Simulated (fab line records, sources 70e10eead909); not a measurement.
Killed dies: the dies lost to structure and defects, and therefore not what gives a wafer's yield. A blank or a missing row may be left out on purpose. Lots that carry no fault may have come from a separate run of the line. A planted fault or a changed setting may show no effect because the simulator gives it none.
Matching of chambers || flow nandHarc || NHARC_A_ZERO_WELL_ETCH_19 on rieDiel-11 has 4 sister chambers
The step etches the open film in N2/H2, target depth 80 nm, overetch 24 nm, time 87.88 s. 4 wafers are shown with their chamber, then 6 later ones without.

## WAFERS PAIRED WITH THEIR CHAMBERS
{"wafer": "L784.1", "chamber": 1, "rfVppV (V)": 431.5}
{"wafer": "L789.3", "chamber": 3, "rfVppV (V)": 429.2}
{"wafer": "L789.4", "chamber": 0, "rfVppV (V)": 428.4}
{"wafer": "L789.5", "chamber": 2, "rfVppV (V)": 429.7}

## WAFERS WITH NO CHAMBER GIVEN
{"wafer": "L798.1", "rfVppV (V)": 432.3}
{"wafer": "L798.2", "rfVppV (V)": 431.7}
{"wafer": "L798.3", "rfVppV (V)": 429.0}
{"wafer": "L799.2", "rfVppV (V)": 428.2}
{"wafer": "L799.3", "rfVppV (V)": 426.5}
{"wafer": "L799.6", "rfVppV (V)": 429.8}

## THE CHAMBER EACH PASSED THROUGH
{"wafer": "L798.1", "from the rows above": 1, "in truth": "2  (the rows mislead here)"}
{"wafer": "L798.2", "from the rows above": 1, "in truth": 1}
{"wafer": "L798.3", "from the rows above": "can't be placed: 3 or 0 or 2", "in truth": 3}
{"wafer": "L799.2", "from the rows above": "can't be placed: 0 or 3 or 2", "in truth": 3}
{"wafer": "L799.3", "from the rows above": "can't be placed: 0 or 3 or 2", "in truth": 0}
{"wafer": "L799.6", "from the rows above": "can't be placed: 2 or 3 or 0 or 1", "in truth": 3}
Placed correctly: 1 of 6. From these rows, 4 cannot be placed; in 4 the true chamber is one of the candidates. Wrongly placed: 1.
How it was worked out, from the rows above alone: a wafer's distance from a chamber is the root of the sum, over the readings, of the square of ((its reading less the chamber's mean) divided by the reading's scatter). The wafer belongs to the nearest chamber; if the next one is less than 2 further off, it can't be placed. A chamber's mean is the mean of its shown wafers. The scatter: root of mean squared gap, hidden wafer to nearest shown wafer, with one shown wafer a chamber.
